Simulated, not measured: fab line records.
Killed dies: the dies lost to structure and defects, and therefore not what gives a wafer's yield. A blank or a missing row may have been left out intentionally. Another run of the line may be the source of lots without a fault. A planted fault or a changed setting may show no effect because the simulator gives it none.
fab line records / flow n5_finfet
[record] lots = 5 wafers = 15 last_day = 18
route steps=1938 shown BEOL_M2@872 BEOL_M4@1111 PASSIVATION@1936
lots with no fault: from the same line, run without faults
start_h: the number of hours between the record's first day and the start of the first shown wafer of the lot / wait_h: hours since the lot's step before / " same as the row above / L1.1+2: a row that stands for several wafers / - value missing, or start not given / * or withheld: withheld / < > ~ a bound
route shown NAME@n: names a module that has steps shown in the file, with the first one's number in the route / usual: mean and standard deviation over wafers with no fault / same: alike in all rows / chamber/n: place in a boat / sites: per-site readings / _std_site: how widely they spread, as a standard deviation / _edge_site: inner sites' mean taken away from outer sites' mean / radius_mm: for every site, how far away it sits from the centre of the wafer / mask NAME#n: copy n / behind: the most recent tool/chamber to have shaped the wafer / hold: reason for holding the lot/hours on hold/outcome of the hold / device: whichever transistor did not switch (one of n, p or np) / end of line: the route-end tests of the same wafers / a step given without rows: its recipe and nothing more / killed: dies that structure and defects cost at the first sort, which is not the same as the wafer's yield / map: a wafer's dies, marking killed ones x, the rest . and places with no die _
set.NAME: the run value of the setting; set.NAME@STEP: its run value at that earlier step / model.NAME: the simulator's own value behind a step, which no gauge read
certain route steps with their lots: each step a table, each wafer a row
services: a tool's chamber out of use, with start hour (start_h, from the record's first day; less than 0 if before it), hours out, and reason
[[steps]]
[step N5_BEOL_M2_SOFTBAKE_23]
[recipe] temp_c = 110 time_s = 60 resist = CAR-EUV
[step N5_BEOL_M2_EXPOSE_25]
[recipe] mask_id = V1 na = 0.33 source_shape = quasar sigma_inner = 0.2 sigma_outer = 0.8 polarization = unpolarized defocus_nm = 5 dose_mj = 63
[step N5_BEOL_M2_PEB_26]
[recipe] peb_temp_c = 100 peb_time_s = 60 resist = CAR-EUV
[step N5_BEOL_M2_DEVELOP_27]
[recipe] develop_time_s = 30 developer = TMAH resist = CAR-EUV rinse_liquid = surfactant_rinse dry = air_spin dev_temp_c = 23
[step N5_BEOL_M2_DESCUM_33]
[recipe] chemistry = O2 time_s = 7 source_power_w = 50 bias_power_w = 20 pressure_mtorr = 20 rf_frequency_hz = 2.712e+07 temp_c = 40 resist = CAR-EUV o2_flow_sccm = 225
[step N5_BEOL_M2_ETCH_77]
[recipe] chemistry = N2/H2 target = underlayer target_depth_a = 65 mask_material = CAR-EUV time_s = 5.2 ion_energy_ev = 200 pressure_mtorr = 30 source_w = 840 bias_w = 150 n2_flow_sccm = 200 h2_flow_sccm = 200 ends = cleared
[step N5_BEOL_M2_ETCH_69]
[recipe] chemistry = CF4 target = SiARC target_depth_a = 156 mask_material = CAR-EUV time_s = 26 ion_energy_ev = 80 pressure_mtorr = 40 source_w = 545 bias_w = 36 Ar_flow_sccm = 100 cf4_flow_sccm = 100 ends = cleared
[step N5_BEOL_M2_ALD_98]
[recipe] material = SiO2 target_thk_a = 25 temp_c = 100 ald_precursor_family = BDEAS ald_co_reactant = O2-plasma pulse_time_s = 1 co_reactant_pulse_time_s = 1 purge_time_s = 2 co_reactant_purge_time_s = 2 ald_cycles = 17 pressure_torr = 2
[step N5_BEOL_M2_ETCHBACK_99]
[recipe] chemistry = CHF3 target = SiO2 target_depth_a = 50 time_s = 10.4 source_w = 215 bias_w = 47 Ar_flow_sccm = 200 CHF3_flow_sccm = 12 ion_energy_ev = 100 pressure_mtorr = 30
[step N5_BEOL_M2_ETCH_70]
[recipe] chemistry = N2/H2 target = SOC target_depth_a = 800 overetch_a = 240 mask_material = SiARC temp_c = 40 time_s = 130 ion_energy_ev = 200 pressure_mtorr = 30 source_w = 840 bias_w = 150 n2_flow_sccm = 200 h2_flow_sccm = 200
[usual] bias_w = 150.0/0.42 drypump_motor_current_A = 5.6/0.44 oes_product_au = 0.60/0.06 rf_vpp_V = 524.4/1.9 showerhead_plenum_p_Torr = 2.56/0.072 throttle_valve_pct = 17.60/0.19
lot.wafer=L523.1 tool=rie_diel-01 chamber=2 start_h=191.26 wait_h=0.0 bias_w=150.4 drypump_motor_current_A=5.6 oes_product_au=0.64 rf_hours_counter_h=31 rf_vpp_V=524.5 showerhead_plenum_p_Torr=2.59 throttle_valve_pct=17.63 model.SiARC_of_BEOL_M2_COAT_68.thk_nm=5.6
lot.wafer=L523.4 tool=rie_diel-01 chamber=1 start_h=191.26 wait_h=0.0 bias_w=150.0 drypump_motor_current_A=5.5 oes_product_au=0.67 rf_hours_counter_h=14 rf_vpp_V=525.8 showerhead_plenum_p_Torr=2.59 throttle_valve_pct=17.25 model.SiARC_of_BEOL_M2_COAT_68.thk_nm=5.6
lot.wafer=L523.5 tool=rie_diel-01 chamber=3 start_h=191.26 wait_h=0.0 bias_w=149.8 drypump_motor_current_A=4.8 oes_product_au=0.58 rf_hours_counter_h=- rf_vpp_V=524.3 showerhead_plenum_p_Torr=2.57 throttle_valve_pct=17.53 model.SiARC_of_BEOL_M2_COAT_68.thk_nm=6
lot.wafer=L524.1 tool=rie_diel-01 chamber=1 start_h=201.72 wait_h=0.0 bias_w=137.4 drypump_motor_current_A=5.5 oes_product_au=0.67 rf_hours_counter_h=18 rf_vpp_V=498.5 showerhead_plenum_p_Torr=2.59 throttle_valve_pct=17.25 model.SiARC_of_BEOL_M2_COAT_68.thk_nm=6.2
lot.wafer=L524.2 tool=rie_diel-01 chamber=3 start_h=201.72 wait_h=0.0 bias_w=137.6 drypump_motor_current_A=4.8 oes_product_au=0.57 rf_hours_counter_h=103 rf_vpp_V=498.6 showerhead_plenum_p_Torr=2.56 throttle_valve_pct=17.55 model.SiARC_of_BEOL_M2_COAT_68.thk_nm=6.6
lot.wafer=L524.4 tool=rie_diel-01 chamber=0 start_h=201.72 wait_h=0.0 bias_w=138.2 drypump_motor_current_A=5.7 oes_product_au=0.53 rf_hours_counter_h=185 rf_vpp_V=498.6 showerhead_plenum_p_Torr=2.64 throttle_valve_pct=17.67 model.SiARC_of_BEOL_M2_COAT_68.thk_nm=6.2
lot.wafer=L526.1 tool=rie_diel-01 chamber=1 start_h=216.73 wait_h=0.0 bias_w=137.8 drypump_motor_current_A=5.5 oes_product_au=0.66 rf_hours_counter_h=23 rf_vpp_V=496.8 showerhead_plenum_p_Torr=2.58 throttle_valve_pct=17.27 model.SiARC_of_BEOL_M2_COAT_68.thk_nm=6.4
lot.wafer=L526.2 tool=rie_diel-01 chamber=3 start_h=216.73 wait_h=0.0 bias_w=137.8 drypump_motor_current_A=4.8 oes_product_au=0.57 rf_hours_counter_h=108 rf_vpp_V=497.8 showerhead_plenum_p_Torr=2.56 throttle_valve_pct=17.54 model.SiARC_of_BEOL_M2_COAT_68.thk_nm=6.8
lot.wafer=L526.6 tool=rie_diel-01 chamber=1 start_h=216.73 wait_h=0.0 bias_w=137.9 drypump_motor_current_A=5.5 oes_product_au=0.65 rf_hours_counter_h=- rf_vpp_V=496.7 showerhead_plenum_p_Torr=2.58 throttle_valve_pct=17.27 model.SiARC_of_BEOL_M2_COAT_68.thk_nm=6.4
lot.wafer=L527.1 tool=rie_diel-01 chamber=0 start_h=217.82 wait_h=0.0 bias_w=138.8 drypump_motor_current_A=5.7 oes_product_au=0.52 rf_hours_counter_h=190 rf_vpp_V=499.3 showerhead_plenum_p_Torr=2.64 throttle_valve_pct=17.68 model.SiARC_of_BEOL_M2_COAT_68.thk_nm=6.2
lot.wafer=L527.2 tool=rie_diel-01 chamber=1 start_h=217.82 wait_h=0.0 bias_w=138.1 drypump_motor_current_A=5.6 oes_product_au=0.65 rf_hours_counter_h=23 rf_vpp_V=498.9 showerhead_plenum_p_Torr=2.58 throttle_valve_pct=17.27 model.SiARC_of_BEOL_M2_COAT_68.thk_nm=6.2
lot.wafer=L527.6 tool=rie_diel-01 chamber=0 start_h=217.82 wait_h=0.0 bias_w=138.1 drypump_motor_current_A=5.7 oes_product_au=0.52 rf_hours_counter_h=- rf_vpp_V=498.7 showerhead_plenum_p_Torr=2.64 throttle_valve_pct=17.70 model.SiARC_of_BEOL_M2_COAT_68.thk_nm=6.2
lot.wafer=L537.1 tool=rie_diel-04 chamber=0 start_h=298.82 wait_h=0.0 bias_w=150.4 drypump_motor_current_A=5.9 oes_product_au=0.64 rf_hours_counter_h=34 rf_vpp_V=522.7 showerhead_plenum_p_Torr=2.46 throttle_valve_pct=17.62 model.SiARC_of_BEOL_M2_COAT_68.thk_nm=5.6
lot.wafer=L537.3 tool=rie_diel-04 chamber=1 start_h=298.82 wait_h=0.0 bias_w=149.5 drypump_motor_current_A=5.2 oes_product_au=0.63 rf_hours_counter_h=57 rf_vpp_V=527.1 showerhead_plenum_p_Torr=2.72 throttle_valve_pct=17.73 model.SiARC_of_BEOL_M2_COAT_68.thk_nm=6
lot.wafer=L537.6 tool=rie_diel-04 chamber=1 start_h=298.82 wait_h=0.0 bias_w=150.0 drypump_motor_current_A=5.2 oes_product_au=0.62 rf_hours_counter_h=- rf_vpp_V=528.8 showerhead_plenum_p_Torr=2.72 throttle_valve_pct=17.70 model.SiARC_of_BEOL_M2_COAT_68.thk_nm=5.8
[step N5_BEOL_M2_STRIP_71]
[recipe] chemistry = N2/H2 temp_c = 40 n2_flow_sccm = 200 h2_flow_sccm = 200 rf_frequency_hz = 6e+07
[step N5_BEOL_M4_RC_MEAS_101]
[usual] DIBL_N = 36.2/2.2 DIBL_P = 36.5/3 IOFF_N = 0.16/0.039 IOFF_P = 0.22/0.047 ION_N = 675/15 ION_P = 463/10 SS_N = 71.6/0.71 SS_P = 73.4/0.94 VT_N = 250/3.6 VT_P = -250/3.9
lot.wafer=L523.1 tool=prober-02 chamber=0 start_h=222.86 wait_h=0.0 DIBL_N[mV/V]=33.1 DIBL_P[mV/V]=32.1 IOFF_N[nA/um]=0.11 IOFF_P[nA/um]=0.11 ION_N[uA/um]=643 ION_P[uA/um]=434 SS_N[mV/dec]=70.9 SS_P[mV/dec]=71.8 VT_N[mV]=257 VT_P[mV]=-260
lot.wafer=L523.4 tool=prober-02 chamber=0 start_h=222.86 wait_h=0.0 DIBL_N[mV/V]=38.7 DIBL_P[mV/V]=40.7 IOFF_N[nA/um]=0.19 IOFF_P[nA/um]=0.22 ION_N[uA/um]=671 ION_P[uA/um]=450 SS_N[mV/dec]=71.9 SS_P[mV/dec]=74.5 VT_N[mV]=248 VT_P[mV]=-252
lot.wafer=L523.5 tool=prober-02 chamber=0 start_h=222.86 wait_h=0.0 DIBL_N[mV/V]=38.0 DIBL_P[mV/V]=39.7 IOFF_N[nA/um]=0.19 IOFF_P[nA/um]=0.20 ION_N[uA/um]=668 ION_P[uA/um]=443 SS_N[mV/dec]=71.7 SS_P[mV/dec]=73.8 VT_N[mV]=248 VT_P[mV]=-255
lot.wafer=L524.1 tool=prober-02 chamber=0 start_h=226.97 wait_h=0.0 DIBL_N[mV/V]=36.4 DIBL_P[mV/V]=40.4 IOFF_N[nA/um]=0.17 IOFF_P[nA/um]=0.30 ION_N[uA/um]=668 ION_P[uA/um]=468 SS_N[mV/dec]=71.3 SS_P[mV/dec]=74.4 VT_N[mV]=250 VT_P[mV]=-248
lot.wafer=L524.2 tool=prober-02 chamber=0 start_h=226.97 wait_h=0.0 DIBL_N[mV/V]=37.6 DIBL_P[mV/V]=40.1 IOFF_N[nA/um]=0.20 IOFF_P[nA/um]=0.27 ION_N[uA/um]=683 ION_P[uA/um]=471 SS_N[mV/dec]=71.7 SS_P[mV/dec]=73.9 VT_N[mV]=247 VT_P[mV]=-248
lot.wafer=L524.4 tool=prober-02 chamber=0 start_h=226.97 wait_h=0.0 DIBL_N[mV/V]=38.1 DIBL_P[mV/V]=40.0 IOFF_N[nA/um]=0.21 IOFF_P[nA/um]=0.26 ION_N[uA/um]=681 ION_P[uA/um]=465 SS_N[mV/dec]=71.6 SS_P[mV/dec]=73.7 VT_N[mV]=246 VT_P[mV]=-248
lot.wafer=L526.1 tool=prober-02 chamber=0 start_h=248.27 wait_h=0.0 DIBL_N[mV/V]=33.4 DIBL_P[mV/V]=32.0 IOFF_N[nA/um]=0.12 IOFF_P[nA/um]=0.16 ION_N[uA/um]=676 ION_P[uA/um]=463 SS_N[mV/dec]=71.4 SS_P[mV/dec]=72.1 VT_N[mV]=253 VT_P[mV]=-251
lot.wafer=L526.2 tool=prober-02 chamber=0 start_h=248.27 wait_h=0.0 DIBL_N[mV/V]=36.8 DIBL_P[mV/V]=36.9 IOFF_N[nA/um]=0.19 IOFF_P[nA/um]=0.26 ION_N[uA/um]=703 ION_P[uA/um]=484 SS_N[mV/dec]=72.2 SS_P[mV/dec]=73.4 VT_N[mV]=248 VT_P[mV]=-244
lot.wafer=L526.6 tool=prober-02 chamber=0 start_h=248.27 wait_h=0.0 DIBL_N[mV/V]=33.4 DIBL_P[mV/V]=33.1 IOFF_N[nA/um]=0.12 IOFF_P[nA/um]=0.20 ION_N[uA/um]=676 ION_P[uA/um]=476 SS_N[mV/dec]=71.6 SS_P[mV/dec]=72.1 VT_N[mV]=256 VT_P[mV]=-250
lot.wafer=L527.1 tool=prober-02 chamber=0 start_h=256.35 wait_h=0.0 DIBL_N[mV/V]=35.2 DIBL_P[mV/V]=33.2 IOFF_N[nA/um]=0.12 IOFF_P[nA/um]=0.15 ION_N[uA/um]=659 ION_P[uA/um]=448 SS_N[mV/dec]=70.9 SS_P[mV/dec]=71.6 VT_N[mV]=254 VT_P[mV]=-255
lot.wafer=L527.2 tool=prober-02 chamber=0 start_h=256.35 wait_h=0.0 DIBL_N[mV/V]=36.1 DIBL_P[mV/V]=34.5 IOFF_N[nA/um]=0.13 IOFF_P[nA/um]=0.16 ION_N[uA/um]=677 ION_P[uA/um]=460 SS_N[mV/dec]=71.1 SS_P[mV/dec]=72.7 VT_N[mV]=254 VT_P[mV]=-257
lot.wafer=L527.6 tool=prober-02 chamber=0 start_h=256.35 wait_h=0.0 DIBL_N[mV/V]=36.9 DIBL_P[mV/V]=36.0 IOFF_N[nA/um]=0.14 IOFF_P[nA/um]=0.18 ION_N[uA/um]=680 ION_P[uA/um]=466 SS_N[mV/dec]=71.4 SS_P[mV/dec]=73.3 VT_N[mV]=253 VT_P[mV]=-253
lot.wafer=L537.1 tool=prober-01 chamber=0 start_h=320.94 wait_h=0.0 DIBL_N[mV/V]=35.6 DIBL_P[mV/V]=36.6 IOFF_N[nA/um]=0.16 IOFF_P[nA/um]=0.21 ION_N[uA/um]=669 ION_P[uA/um]=460 SS_N[mV/dec]=72.2 SS_P[mV/dec]=72.8 VT_N[mV]=250 VT_P[mV]=-250
lot.wafer=L537.3 tool=prober-01 chamber=0 start_h=320.94 wait_h=0.0 DIBL_N[mV/V]=35.7 DIBL_P[mV/V]=37.9 IOFF_N[nA/um]=0.18 IOFF_P[nA/um]=0.23 ION_N[uA/um]=693 ION_P[uA/um]=476 SS_N[mV/dec]=71.6 SS_P[mV/dec]=73.7 VT_N[mV]=247 VT_P[mV]=-250
lot.wafer=L537.6 tool=prober-01 chamber=0 start_h=320.94 wait_h=0.0 DIBL_N[mV/V]=36.3 DIBL_P[mV/V]=39.2 IOFF_N[nA/um]=0.19 IOFF_P[nA/um]=0.26 ION_N[uA/um]=685 ION_P[uA/um]=473 SS_N[mV/dec]=72.2 SS_P[mV/dec]=73.8 VT_N[mV]=248 VT_P[mV]=-248
[step N5_PASSIVATION_PROBE_49]
[usual] defect_limited_yield = 91.5/1.5 killed_at_M0_to_M3 = 32/10 killed_at_M4_up = 13/4.9 killed_at_contacts = 13/6.1 killed_at_front_end = 38/11 killed_at_other = 3/3.2 killed_dies = 101/18 killed_open = 66/13 killed_short = 32/8.3 sort_bin_5_function = 5.0/1 sort_bin_6_memory = 3.2/0.74 sort_bin_8_speed = 0.1/1.1 sort_n_pass = 1078/22
[same] gross_dies = 1180 killed_at_back_side = 0 sort_bin_4_leakage[%] = 0
lot.wafer=L523.1 tool=prober-01 chamber=- start_h=333.57 wait_h=0.2 defect_limited_yield[%]=90.7 killed_at_M0_to_M3=51 killed_at_M4_up=19 killed_at_contacts=3 killed_at_front_end=30 killed_at_other=7 killed_dies=110 killed_open=79 killed_short=28 sort_bin_5_function[%]=5.3 sort_bin_6_memory[%]=3.8 sort_bin_8_speed[%]=0.4 sort_n_pass=1065
lot.wafer=L523.4 tool=prober-01 chamber=- start_h=333.72 wait_h=0.4 defect_limited_yield[%]=92.5 killed_at_M0_to_M3=24 killed_at_M4_up=16 killed_at_contacts=9 killed_at_front_end=36 killed_at_other=3 killed_dies=88 killed_open=52 killed_short=30 sort_bin_5_function[%]=4.5 sort_bin_6_memory[%]=2.8 sort_bin_8_speed[%]=0 sort_n_pass=1092
lot.wafer=L523.5 tool=prober-01 chamber=- start_h=333.77 wait_h=0.4 defect_limited_yield[%]=91.9 killed_at_M0_to_M3=26 killed_at_M4_up=7 killed_at_contacts=15 killed_at_front_end=45 killed_at_other=2 killed_dies=95 killed_open=65 killed_short=25 sort_bin_5_function[%]=5.5 sort_bin_6_memory[%]=2.0 sort_bin_8_speed[%]=0 sort_n_pass=1085
lot.wafer=L524.1 tool=prober-02 chamber=- start_h=335.35 wait_h=0.0 defect_limited_yield[%]=91.4 killed_at_M0_to_M3=26 killed_at_M4_up=9 killed_at_contacts=3 killed_at_front_end=55 killed_at_other=8 killed_dies=101 killed_open=43 killed_short=55 sort_bin_5_function[%]=4.7 sort_bin_6_memory[%]=3.1 sort_bin_8_speed[%]=0 sort_n_pass=1079
lot.wafer=L524.2 tool=prober-02 chamber=- start_h=335.40 wait_h=0.1 defect_limited_yield[%]=90.8 killed_at_M0_to_M3=29 killed_at_M4_up=7 killed_at_contacts=14 killed_at_front_end=58 killed_at_other=0 killed_dies=108 killed_open=64 killed_short=32 sort_bin_5_function[%]=4.7 sort_bin_6_memory[%]=3.3 sort_bin_8_speed[%]=0 sort_n_pass=1072
lot.wafer=L524.4 tool=prober-02 chamber=- start_h=335.50 wait_h=0.2 defect_limited_yield[%]=88.2 killed_at_M0_to_M3=48 killed_at_M4_up=11 killed_at_contacts=15 killed_at_front_end=58 killed_at_other=7 killed_dies=139 killed_open=87 killed_short=51 sort_bin_5_function[%]=6.7 sort_bin_6_memory[%]=4.4 sort_bin_8_speed[%]=0 sort_n_pass=1041
// killed by level:class
L523.1 BEOL_M3:geometric_particle:open=14 BEOL_M2:geometric_particle:open=12 BEOL_M0_SAQP:geometric_particle:open=8 BEOL_M0:geometric_particle:open=5 BEOL_M4:geometric_particle:open=5 STARTING-WAFER:geometric_particle:short=5 FIN_SAQP:geometric_particle:open=4 STI_FIN_REVEAL:geometric_particle:open=4
L523.4 FIN_SAQP:geometric_particle:short=13 BEOL_M2:geometric_particle:open=8 MOL_CONTACT_COAG:geometric_particle:open=7 FIN_SAQP:geometric_particle:open=5 GATE_CUT:geometric_particle:short=4 BEOL_M0_SAQP:geometric_particle:short=4 BEOL_M4:geometric_particle:open=4 STI_FIN_REVEAL:geometric_particle:open=3
L523.5 FIN_SAQP:geometric_particle:short=12 BEOL_M3:geometric_particle:open=12 MOL_CONTACT_COAG:geometric_particle:open=10 STI_FIN_REVEAL:geometric_particle:open=8 FIN_SAQP:geometric_particle:open=7 BEOL_M2:geometric_particle:open=6 BEOL_M0_SAQP:geometric_particle:open=4 GATE_CUT:geometric_particle:open=3
L524.1 GATE_CUT:geometric_particle:short=16 FIN_SAQP:geometric_particle:short=11 BEOL_M0_SAQP:geometric_particle:short=8 STI_FIN_REVEAL:geometric_particle:open=6 BEOL_M0_SAQP:geometric_particle:open=6 FIN_SAQP:geometric_particle:open=5 GATE_CUT:geometric_particle:open=4 BEOL_M1:geometric_particle:open=4
L524.2 FIN_SAQP:geometric_particle:open=14 HKMG_FIN:area_etch=11 MOL_CONTACT_COAG:geometric_particle:open=9 BEOL_M0_SAQP:geometric_particle:short=9 BEOL_M1:geometric_particle:open=9 FIN_SAQP:geometric_particle:short=8 GATE_CUT:geometric_particle:open=5 GATE_CUT:geometric_particle:short=5
L524.4 FIN_SAQP:geometric_particle:short=17 BEOL_M0_SAQP:geometric_particle:short=16 FIN_SAQP:geometric_particle:open=15 MOL_CONTACT_COAG:geometric_particle:open=11 BEOL_M2:geometric_particle:open=8 BEOL_M0_SAQP:geometric_particle:open=7 BEOL_M1:geometric_particle:open=7 STI_FIN_REVEAL:geometric_particle:open=6
[[services]]
tool=rie_diel-04 chamber=1 start_h=173.76 hours=7.8 kind=repair
tool=rie_diel-04 chamber=3 start_h=182.36 hours=- kind=clean
tool=rie_diel-04 chamber=3 start_h=182.36 hours=- kind=consumable_replace:focus_ring
tool=rie_diel-04 chamber=3 start_h=182.36 hours=21.1 kind=scheduled_down
tool=rie_diel-04 chamber=3 start_h=182.36 hours=21.1 kind=vent_cycle
tool=rie_diel-04 chamber=- start_h=260.98 hours=14.6 kind=pm
tool=rie_diel-04 chamber=3 start_h=277.80 hours=22.7 kind=repair
tool=rie_diel-04 chamber=- start_h=278.13 hours=2.0 kind=repair
[[key]]
[first_sign] step = N5_BEOL_M2_ETCH_70 reading = bias_w direction = down sigmas = 29 usual = * struck = *
[effect] step = N5_BEOL_M2_ETCH_70 reading = rf_vpp_V direction = down sigmas = 14 usual = 524.4 struck = 498.2
[model_effect] step = N5_BEOL_M2_ETCH_70 value = SiARC_of_BEOL_M2_COAT_68.thk_nm without = 5.711 struck = 6.356
met_at N5_BEOL_M2_ETCH_70
struck_wafers L524.1,L524.2,L524.4,L526.1,L526.2,L526.6,L527.1,L527.2,L527.6
[baseline_loss] step = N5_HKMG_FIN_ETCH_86 wafers = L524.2
onset_between 191.26 201.72
[fault] kind = process_parameter_drift tool = rie_diel-01 chamber = - onset_h = 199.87 steps = N5_BEOL_M2_ETCH_70 channel = bias_w offset = * shape = step end_h = 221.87 acts_in = * stated = *
// baseline_loss: these wafers lose ten dies or more at that step, a loss of the line's own and not of a fault; the sort's usual values leave them out
